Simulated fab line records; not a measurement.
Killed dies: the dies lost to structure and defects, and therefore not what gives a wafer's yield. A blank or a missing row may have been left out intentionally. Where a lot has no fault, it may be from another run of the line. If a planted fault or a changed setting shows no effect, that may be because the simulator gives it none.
fab line records	flow n5Finfet	part 1 of 2: steps 1 to 4 of 6
record: lots: 22	wafers: 66	lastDay: 19
route steps=1938 shown HKMG_FIN@419 GATE_CUT@493
lots that met no fault: from a run of the same line without faults
startH: the number of hours between the record's first day and the start of the first shown wafer of the lot	waitH: hours from the lot's prior step to this one	" the same as in the row above	L1.1+2: one row covering several wafers at once	- no value present, or no start provided	* or withheld: withheld	< > ~ a bound
route shown NAME@n: names a module that has steps shown in the file, with the first one's number in the route	usual: mean and standard deviation over wafers with no fault	same: alike in all rows	chamber/n: place in a boat	sites: per-site readings	_std_site: standard deviation of those values	_edge_site: outer sites' mean less inner sites'	radiusMm: how far each site lies from the wafer's centre	mask NAME#n: copy n	behind: the tool/chamber that last shaped the wafer	hold: reason for holding the lot/hours on hold/outcome of the hold	device: which transistor (n, p or np) failed to switch	end of line: the same wafers' tests at the end of the route	a step without rows: its recipe alone	killed: dies lost to structure and defects at the first sort, not the wafer's yield	map: a wafer's dies, marking killed ones x, the rest . and places with no die _
set.NAME: setting as actually run; set.NAME@STEP: the setting as run at that earlier step	model.NAME: the simulator's own value behind a step, which no gauge read
route steps across a sampled set of lots; one table per step, one row per wafer
services: when a tool's chamber went out of use (startH, in hours from the record's first day, below 0 if earlier), for how many hours, and the reason
== steps ==
step: N5_HKMG_FIN_ALD_36
recipe: material: TiN	targetThkA: 10	tempC: 400	aldPrecursorFamily: TiCl4	aldCoReactant: NH3	pulseTimeS: 1	purgeTimeS: 3	coReactantPurgeTimeS: 2	coReactantPulseTimeS: 2	aldCycles: 47	pressureTorr: 3
usual: heaterPowerW: 894/130	precursorPulseHeightRel: 0.997/0.02
same: coReactantPulseTimeS: 2	purgeTimeS: 3
lot.wafer	tool	chamber	startH	waitH	heaterPowerW	precursorPulseHeightRel
L074.2	aldMetal-02	2	76.04	0.1	887	1.026
L074.3	"	1	"	"	992	0.995
L074.5	"	2	"	"	854	0.998
L075.1	aldMetal-01	0	80.04	0.0	822	0.978
L075.2	"	3	"	"	808	0.989
L075.6	"	2	"	"	998	1.007
L076.1	aldMetal-02	2	87.65	0.0	857	0.987
L076.3	"	0	"	"	877	1.023
L076.6	"	1	"	"	1033	1.006
L077.1	aldMetal-01	0	94.42	0.0	841	1.032
L077.4	"	2	"	"	983	0.985
L077.5	"	2	"	"	1001	0.998
L078.1	aldMetal-01	2	96.08	0.0	985	1.022
L078.3	"	0	"	"	819	0.980
L078.5	"	3	"	"	814	0.991
L079.1	aldMetal-01	3	108.87	0.0	798	0.983
L079.4	"	2	"	"	988	1.016
L079.6	"	1	"	"	1154	1.021
L080.2	aldMetal-03	3	113.01	0.0	825	1.013
L080.5	"	2	"	"	714	0.978
L080.6	"	3	"	"	811	0.989
L082.2	aldMetal-02	2	125.13	0.0	864	0.976
L082.4	"	3	"	"	930	0.953
L082.5	"	0	"	"	867	0.954
L083.1	aldMetal-01	1	130.23	0.0	1148	1.021
L083.4	"	0	"	"	821	1.004
L083.5	"	3	"	"	801	0.993
L084.1	aldMetal-01	3	137.89	0.0	820	1.000
L084.5	"	2	"	"	986	1.016
L084.6	"	3	"	"	822	0.991
L085.1	aldMetal-03	2	142.21	0.0	720	1.022
L085.4	"	3	"	"	835	1.011
L085.5	"	2	"	"	707	0.972
L086.1	aldMetal-03	3	144.58	0.0	840	0.987
L086.2	"	2	"	"	714	1.025
L086.4	"	2	"	"	705	0.988
L087.1	aldMetal-03	3	154.15	0.0	826	0.973
L087.5	"	3	"	"	818	0.984
L087.6	"	2	"	"	705	0.990
L088.2	aldMetal-03	0	160.02	0.0	1076	1.020
L088.3	"	3	"	"	799	0.976
L088.5	"	0	"	"	1098	0.998
L089.1	aldMetal-02	3	166.02	0.0	929	0.996
L089.3	"	0	"	"	840	0.988
L089.4	"	2	"	"	861	0.968
L090.4	aldMetal-02	2	172.10	0.0	859	0.973
L090.5	"	3	"	"	920	0.987
L090.6	"	0	"	"	865	1.020
L091.1	aldMetal-03	0	174.88	0.0	1058	0.984
L091.2	"	1	"	"	839	1.015
L091.4	"	2	"	"	715	1.012
L092.4	aldMetal-01	0	181.81	0.0	831	0.997
L092.5	"	1	"	"	1160	0.999
L092.6	"	2	"	"	989	0.989
L094.1	aldMetal-01	2	195.26	0.0	977	1.011
L094.2	"	3	"	"	807	0.970
L094.3	"	1	"	"	1155	1.007
L095.1	aldMetal-02	1	199.52	0.0	1002	1.006
L095.3	"	0	"	"	852	1.020
L095.5	"	2	"	"	877	1.010
L096.1	aldMetal-01	1	207.30	0.0	1138	1.014
L096.5	"	0	"	"	828	1.005
L096.6	"	1	"	"	1145	0.975
L097.1	aldMetal-03	3	214.35	0.0	808	1.006
L097.3	"	0	"	"	1074	0.952
L097.5	"	2	"	"	712	1.001
step: N5_HKMG_FIN_OVL_MEAS_13
recipe: pointsPerWafer: 44
usual: NWFM_OVL: 0.2/0.65
same: pointsPerWafer: 44
lot.wafer	tool	chamber	startH	waitH	NWFM_OVL[nm]
L074.2	overlay-02	0	77.22	0.0	0.3
L074.3	"	0	"	"	0.9
L074.5	"	0	"	"	0.5
L075.1	overlay-02	0	81.10	0.0	0.1
L075.2	"	0	"	"	0.5
L075.6	"	0	"	"	0.5
L076.1	overlay-01	0	88.71	0.0	0.2
L076.3	"	0	"	"	-0.1
L076.6	"	0	"	"	1.0
L077.1	overlay-01	0	95.48	0.0	0.0
L077.4	"	0	"	"	0.6
L077.5	"	0	"	"	-1.1
L078.1	overlay-02	0	97.27	0.0	-0.2
L078.3	"	0	"	"	0.4
L078.5	"	0	"	"	0.5
L079.1	overlay-02	0	109.94	0.0	-0.5
L079.4	"	0	"	"	-0.6
L079.6	"	0	"	"	-0.1
L080.2	overlay-01	0	114.20	0.0	-1.0
L080.5	"	0	"	"	0.4
L080.6	"	0	"	"	0.8
L082.2	overlay-02	0	126.19	0.0	0.7
L082.4	"	0	"	"	1.2
L082.5	"	0	"	"	0.6
L083.1	overlay-02	0	131.29	0.0	-0.1
L083.4	"	0	"	"	-0.3
L083.5	"	0	"	"	0.9
L084.1	overlay-01	0	138.95	0.0	0.1
L084.5	"	0	"	"	0.1
L084.6	"	0	"	"	0.1
L085.1	overlay-01	0	143.52	0.0	-0.1
L085.4	"	0	"	"	0.5
L085.5	"	0	"	"	0.5
L086.1	overlay-01	0	145.92	0.1	-0.7
L086.2	"	0	"	"	-0.4
L086.4	"	0	"	"	0.5
L087.1	overlay-01	0	155.47	0.0	0.5
L087.5	"	0	"	"	-0.2
L087.6	"	0	"	"	-0.1
L088.2	overlay-01	0	161.08	0.0	0.2
L088.3	"	0	"	"	-0.4
L088.5	"	0	"	"	0.3
L089.1	overlay-01	0	167.20	0.0	-0.9
L089.3	"	0	"	"	0.5
L089.4	"	0	"	"	0.0
L090.4	overlay-01	0	173.29	0.0	0.8
L090.5	"	0	"	"	1.0
L090.6	"	0	"	"	-0.4
L091.1	overlay-01	0	176.07	0.0	0.4
L091.2	"	0	"	"	-0.7
L091.4	"	0	"	"	0.6
L092.4	overlay-01	0	182.99	0.0	0.2
L092.5	"	0	"	"	-0.2
L092.6	"	0	"	"	-0.5
L094.1	overlay-02	0	196.44	0.0	0.1
L094.2	"	0	"	"	0.1
L094.3	"	0	"	"	0.1
L095.1	overlay-01	0	200.71	0.0	1.1
L095.3	"	0	"	"	-0.2
L095.5	"	0	"	"	0.4
L096.1	overlay-02	0	208.50	0.0	-0.1
L096.5	"	0	"	"	-0.7
L096.6	"	0	"	"	-0.3
L097.1	overlay-01	0	215.53	0.0	1.5
L097.3	"	0	"	"	0.9
L097.5	"	0	"	"	0.7
step: N5_HKMG_FIN_DESCUM_17
recipe: chemistry: O2	timeS: 7.9	sourcePowerW: 50	biasPowerW: 20	pressureMtorr: 20	rfFrequencyHz: 2.712e+07	tempC: 40	resist: CAR-ArF	o2FlowSccm: 225
usual: drypumpMotorCurrentA: 5.5/0.36	oesProductAu: 0.82/0.097	rfVppV: 243.3/1.6	showerheadPlenumPTorr: 2.10/0.086	throttleValvePct: 20.37/0.19
lot.wafer	tool	chamber	startH	waitH	drypumpMotorCurrentA	oesProductAu	rfHoursCounterH	rfVppV	showerheadPlenumPTorr	throttleValvePct
L074.2	rieDiel-01	1	77.70	0.5	5.2	0.71	216	244.8	2.16	20.47
L074.3	"	2	"	"	5.9	0.71	196	241.5	1.98	20.43
L074.5	"	0	"	"	5.5	0.69	-	243.7	2.06	20.63
L075.1	rieDiel-04	3	81.16	0.0	5.9	0.70	234	240.5	1.97	20.72
L075.2	"	0	"	"	5.1	0.70	227	242.3	2.09	20.83
L075.6	"	2	"	"	5.4	0.87	-	244.5	2.12	20.04
L076.1	rieDiel-03	3	88.96	0.2	5.5	0.83	63	246.4	2.21	20.17
L076.3	"	2	"	"	5.6	0.78	96	243.3	2.02	20.47
L076.6	"	1	"	"	5.3	0.95	-	245.3	2.26	20.18
L077.1	rieDiel-03	0	95.54	0.0	5.4	0.79	111	243.8	2.04	20.54
L077.4	"	2	"	"	5.6	0.78	98	244.2	2.02	20.47
L077.5	"	3	"	"	5.5	0.83	-	245.1	2.21	20.18
L078.1	rieDiel-03	3	97.32	0.0	5.5	0.83	66	245.7	2.21	20.17
L078.3	"	0	"	"	5.3	0.79	112	242.2	2.04	20.53
L078.5	"	2	"	"	5.5	0.79	-	242.4	2.02	20.45
L079.1	rieDiel-01	3	110.04	0.1	4.9	0.99	3	243.7	2.15	20.17
L079.4	"	2	"	"	6.0	0.70	210	241.8	1.98	20.43
L079.6	"	2	"	"	6.0	0.71	-	241.1	1.98	20.44
L080.2	rieDiel-03	1	114.26	0.0	5.3	0.94	18	244.9	2.26	20.19
L080.5	"	1	"	"	5.3	0.94	-	245.4	2.26	20.19
L080.6	"	2	"	"	5.5	0.78	-	242.8	2.02	20.46
L082.2	rieDiel-03	2	126.25	0.0	5.6	0.78	106	242.1	2.02	20.48
L082.4	"	3	"	"	5.5	0.82	73	244.5	2.20	20.20
L082.5	"	0	"	"	5.3	0.78	-	241.2	2.04	20.55
L083.1	rieDiel-01	3	131.35	0.0	4.9	0.96	10	243.6	2.15	20.17
L083.4	"	2	"	"	5.9	0.70	-	241.1	1.97	20.46
L083.5	"	3	"	"	4.9	0.97	-	244.4	2.14	20.17
L084.1	rieDiel-01	2	139.01	0.0	6.0	0.69	221	241.3	1.97	20.46
L084.5	"	2	"	"	6.0	0.69	-	241.5	1.97	20.47
L084.6	"	1	"	"	5.3	0.70	-	244.5	2.15	20.53
L085.1	rieDiel-03	2	143.58	0.0	5.6	0.76	112	240.4	2.01	20.47
L085.4	"	3	"	"	5.5	0.82	-	244.5	2.20	20.20
L085.5	"	2	"	"	5.6	0.77	-	240.3	2.01	20.47
L086.1	rieDiel-01	2	146.10	0.2	5.9	0.68	225	241.4	1.97	20.46
L086.2	"	1	"	"	5.2	0.68	247	244.4	2.15	20.52
L086.4	"	1	"	"	5.2	0.69	-	244.7	2.15	20.52
L087.1	rieDiel-04	0	155.52	0.0	5.1	0.66	257	241.4	2.08	20.87
L087.5	"	0	"	"	5.1	0.68	-	242.9	2.08	20.89
L087.6	"	1	"	"	6.5	0.87	-	241.3	2.04	20.63
L088.2	rieDiel-01	3	161.14	0.0	4.9	0.94	22	244.2	2.14	20.18
L088.3	"	0	"	"	5.5	0.94	6	241.4	2.05	20.28
L088.5	"	3	"	"	5.0	0.93	-	244.8	2.14	20.19
L089.1	rieDiel-01	0	167.26	0.0	5.5	0.94	9	241.8	2.05	20.28
L089.3	"	3	"	"	5.0	0.93	26	242.5	2.14	20.19
L089.4	"	0	"	"	5.5	0.93	-	241.9	2.05	20.27
L090.4	rieDiel-03	3	173.48	0.2	5.5	0.80	89	245.5	2.20	20.22
L090.5	"	2	"	"	5.6	0.76	-	240.8	2.01	20.50
L090.6	"	1	"	"	5.3	0.90	-	245.2	2.25	20.21
L091.1	rieDiel-01	1	176.14	0.0	5.2	0.98	0	244.3	2.15	20.20
L091.2	"	0	"	"	5.4	0.92	13	244.2	2.05	20.30
L091.4	"	2	"	"	6.0	0.68	239	242.2	1.97	20.47
L092.4	rieDiel-03	1	183.09	0.1	5.3	0.88	37	245.0	2.25	20.22
L092.5	"	1	"	"	5.3	0.89	-	246.0	2.25	20.21
L092.6	"	2	"	"	5.6	0.76	-	242.2	2.01	20.50
L094.1	rieDiel-04	2	196.60	0.1	5.5	0.81	100	243.8	2.10	20.09
L094.2	"	1	"	"	6.5	0.86	57	244.0	2.03	20.65
L094.3	"	3	"	"	5.8	0.93	15	246.0	2.22	20.40
L095.1	rieDiel-04	3	200.76	0.0	5.9	0.92	17	244.3	2.22	20.41
L095.3	"	2	"	"	5.4	0.81	102	242.3	2.10	20.10
L095.5	"	2	"	"	5.5	0.81	-	243.7	2.10	20.12
L096.1	rieDiel-01	3	208.55	0.0	5.0	0.89	39	244.6	2.13	20.20
L096.5	"	0	"	"	5.4	0.88	-	242.1	2.05	20.32
L096.6	"	3	"	"	4.9	0.90	-	245.0	2.13	20.22
L097.1	rieDiel-01	0	215.59	0.0	5.5	0.89	27	242.7	2.05	20.30
L097.3	"	1	"	"	5.2	0.91	14	244.6	2.14	20.24
L097.5	"	3	"	"	5.0	0.90	-	243.9	2.13	20.22
step: N5_HKMG_FIN_ETCH_31
recipe: chemistry: CF4	target: SiARC	targetDepthA: 455	maskMaterial: CAR-ArF	timeS: 75.8	ionEnergyEv: 80	pressureMtorr: 40	sourceW: 545	biasW: 36	Ar_flow_sccm: 100	cf4FlowSccm: 100	ends: cleared
usual: cf4FlowSccm: 100.0/0.32	drypumpMotorCurrentA: 5.5/0.36	etchRfOnTimeS: 75.0/1.7	oesProductAu: 0.70/0.083	rfVppV: 184.1/1.1	showerheadPlenumPTorr: 2.15/0.079	throttleValvePct: 15.56/0.24
lot.wafer	tool	chamber	startH	waitH	cf4FlowSccm	drypumpMotorCurrentA	etchRfOnTimeS	oesProductAu	rfHoursCounterH	rfVppV	showerheadPlenumPTorr	throttleValvePct
L074.2	rieDiel-01	1	77.74	0.0	100.1	5.2	75.7	0.61	216	184.7	2.21	15.76
L074.3	"	2	"	"	99.9	5.9	74.1	0.62	196	183.0	2.05	15.79
L074.5	"	0	"	"	100.3	5.5	76.6	0.59	-	183.9	2.12	15.89
L075.1	rieDiel-04	3	81.20	0.0	99.7	5.9	73.9	0.60	234	183.3	2.03	15.98
L075.2	"	0	"	"	100.0	5.1	75.1	0.60	227	183.7	2.12	15.94
L075.6	"	2	"	"	100.0	5.4	77.9	0.72	-	183.6	2.17	15.21
L076.1	rieDiel-03	3	89.00	0.0	100.5	5.5	77.6	0.70	63	185.6	2.26	15.43
L076.3	"	2	"	"	100.5	5.6	74.0	0.68	96	182.9	2.07	15.60
L076.6	"	1	"	"	99.5	5.3	73.1	0.82	-	187.3	2.28	15.12
L077.1	rieDiel-03	0	95.57	0.0	99.9	5.4	76.5	0.67	111	184.5	2.07	15.58
L077.4	"	2	"	"	100.0	5.6	73.9	0.67	98	182.7	2.06	15.63
L077.5	"	3	"	"	100.1	5.5	77.4	0.70	-	185.6	2.26	15.43
L078.1	rieDiel-03	3	97.36	0.0	100.4	5.4	76.9	0.70	66	184.7	2.26	15.44
L078.3	"	0	"	"	100.0	5.3	76.9	0.67	112	183.4	2.07	15.58
L078.5	"	2	"	"	99.6	5.6	73.0	0.68	-	184.1	2.06	15.60
L079.1	rieDiel-01	3	110.08	0.0	100.5	4.9	73.9	0.84	3	184.9	2.19	15.33
L079.4	"	2	"	"	99.5	6.0	75.9	0.60	210	182.5	2.04	15.80
L079.6	"	2	"	"	100.0	6.0	74.9	0.61	-	183.8	2.04	15.78
L080.2	rieDiel-03	1	114.29	0.0	100.0	5.3	73.6	0.80	18	185.5	2.27	15.13
L080.5	"	1	"	"	100.0	5.3	72.5	0.81	-	184.9	2.27	15.13
L080.6	"	2	"	"	100.0	5.6	74.1	0.67	-	183.9	2.06	15.62
L082.2	rieDiel-03	2	126.29	0.0	100.2	5.6	73.9	0.67	106	183.9	2.06	15.62
L082.4	"	3	"	"	99.9	5.5	76.8	0.69	73	185.1	2.26	15.46
L082.5	"	0	"	"	100.2	5.4	77.0	0.66	-	183.7	2.07	15.59
L083.1	rieDiel-01	3	131.38	0.0	100.1	4.9	73.9	0.82	10	182.8	2.19	15.33
L083.4	"	2	"	"	99.5	6.0	75.4	0.60	-	181.8	2.04	15.82
L083.5	"	3	"	"	99.9	4.9	73.9	0.82	-	184.1	2.19	15.35
L084.1	rieDiel-01	2	139.04	0.0	99.8	5.9	75.4	0.60	221	182.8	2.04	15.82
L084.5	"	2	"	"	99.3	5.9	75.9	0.59	-	182.9	2.04	15.82
L084.6	"	1	"	"	100.1	5.3	75.9	0.60	-	184.9	2.20	15.83
L085.1	rieDiel-03	2	143.61	0.0	99.8	5.6	74.1	0.66	112	184.1	2.06	15.64
L085.4	"	3	"	"	99.9	5.5	77.8	0.68	-	184.7	2.26	15.45
L085.5	"	2	"	"	99.9	5.6	73.7	0.66	-	183.3	2.06	15.62
L086.1	rieDiel-01	2	146.14	0.0	100.4	5.9	76.0	0.59	225	183.3	2.04	15.83
L086.2	"	1	"	"	100.5	5.2	75.7	0.59	247	184.8	2.20	15.83
L086.4	"	1	"	"	99.9	5.3	75.8	0.60	-	184.9	2.20	15.83
L087.1	rieDiel-04	0	155.56	0.0	99.9	5.1	74.3	0.58	257	183.7	2.11	16.01
L087.5	"	0	"	"	100.1	5.1	74.4	0.59	-	184.3	2.11	16.00
L087.6	"	1	"	"	99.8	6.5	73.5	0.76	-	182.6	2.11	15.82
L088.2	rieDiel-01	3	161.17	0.0	99.7	4.9	73.1	0.80	22	184.6	2.19	15.36
L088.3	"	0	"	"	99.8	5.5	74.5	0.80	6	184.4	2.11	15.43
L088.5	"	3	"	"	99.8	5.0	73.5	0.80	-	183.3	2.19	15.37
L089.1	rieDiel-01	0	167.29	0.0	99.3	5.5	75.1	0.79	9	183.7	2.11	15.46
L089.3	"	3	"	"	99.5	5.0	72.9	0.79	26	184.9	2.18	15.39
L089.4	"	0	"	"	99.7	5.5	75.2	0.77	-	184.2	2.11	15.45
L090.4	rieDiel-03	3	173.52	0.0	100.3	5.4	77.8	0.67	89	185.2	2.25	15.49
L090.5	"	2	"	"	100.8	5.6	74.5	0.65	-	183.5	2.06	15.66
L090.6	"	1	"	"	100.4	5.3	72.9	0.78	-	184.1	2.27	15.16
L091.1	rieDiel-01	1	176.18	0.0	100.0	5.2	74.2	0.84	0	184.6	2.20	15.35
L091.2	"	0	"	"	99.7	5.4	75.4	0.76	13	182.5	2.11	15.45
L091.4	"	2	"	"	100.0	6.0	76.0	0.58	239	182.7	2.03	15.85
L092.4	rieDiel-03	1	183.12	0.0	100.2	5.3	71.5	0.79	37	184.8	2.27	15.17
L092.5	"	1	"	"	100.2	5.3	71.4	0.78	-	184.2	2.27	15.18
L092.6	"	2	"	"	100.3	5.6	72.7	0.66	-	182.8	2.06	15.66
L094.1	rieDiel-04	2	196.64	0.0	99.7	5.4	78.2	0.68	100	184.1	2.16	15.30
L094.2	"	1	"	"	99.8	6.5	73.8	0.74	57	183.1	2.10	15.83
L094.3	"	3	"	"	100.4	5.8	74.2	0.78	15	187.1	2.27	15.56
L095.1	rieDiel-04	3	200.80	0.0	100.2	5.8	73.6	0.80	17	186.7	2.27	15.54
L095.3	"	2	"	"	100.0	5.4	78.0	0.67	102	183.8	2.16	15.32
L095.5	"	2	"	"	99.7	5.4	77.5	0.67	-	183.5	2.16	15.30
L096.1	rieDiel-01	3	208.59	0.0	100.2	5.0	74.2	0.77	39	183.9	2.18	15.39
L096.5	"	0	"	"	100.0	5.5	74.4	0.75	-	183.9	2.11	15.49
L096.6	"	3	"	"	100.1	5.0	74.1	0.77	-	184.3	2.18	15.40
L097.1	rieDiel-01	0	215.62	0.0	100.3	5.5	74.8	0.76	27	185.5	2.11	15.48
L097.3	"	1	"	"	100.1	5.2	74.1	0.78	14	185.6	2.19	15.40
L097.5	"	3	"	"	99.9	4.9	74.3	0.76	-	184.6	2.18	15.40
